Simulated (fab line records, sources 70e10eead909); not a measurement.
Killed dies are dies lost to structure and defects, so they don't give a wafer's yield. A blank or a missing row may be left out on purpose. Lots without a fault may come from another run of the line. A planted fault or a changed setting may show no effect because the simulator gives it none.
Chamber matching | flow nand_harc | NHARC_A_BLC_CMP_25 on cmp-02: 4 sister chambers
The step polishes, t overpolish 30 s, target thk 150 nm. 4 wafers are shown with their chamber, then 8 later ones without.

WAFERS WITH THEIR CHAMBER
wafer  | chamber | overpolish_run_s (s)
L721.6 | 3       | 30.016
L727.1 | 0       | 29.996
L727.5 | 1       | 30.014
L728.1 | 2       | 29.994

WAFERS WITHOUT THEIR CHAMBER
wafer  | overpolish_run_s (s)
L728.2 | 30.012
L728.5 | 30.020
L730.2 | 29.996
L730.3 | 29.991
L730.4 | 29.995
L731.2 | 30.012
L731.3 | 30.012
L731.6 | 29.998

WHICH CHAMBER EACH WENT THROUGH
wafer  | from the rows above     | in truth
L728.2 | can't be placed: 1 or 3 | 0
L728.5 | can't be placed: 3 or 1 | 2
L730.2 | can't be placed: 0 or 2 | 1
L730.3 | can't be placed: 2 or 0 | 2
L730.4 | can't be placed: 0 or 2 | 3
L731.2 | can't be placed: 1 or 3 | 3
L731.3 | can't be placed: 1 or 3 | 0
L731.6 | can't be placed: 0 or 2 | 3
Placed correctly: 0 of 8. Can't be placed from these rows: 8 (the true chamber is among the candidates in 2). Placed wrongly: 0.
How it was worked out, from the rows above alone: a wafer's distance from a chamber is the root of the sum, over the readings, of the square of ((its reading less the chamber's mean) divided by the reading's scatter). The wafer belongs to the nearest chamber; if the next one is less than 2 further off, it can't be placed. A chamber's mean is the mean of its shown wafers. The scatter: with one shown wafer a chamber, the root of the mean of the squares of how far each hidden wafer lies from its nearest shown one.
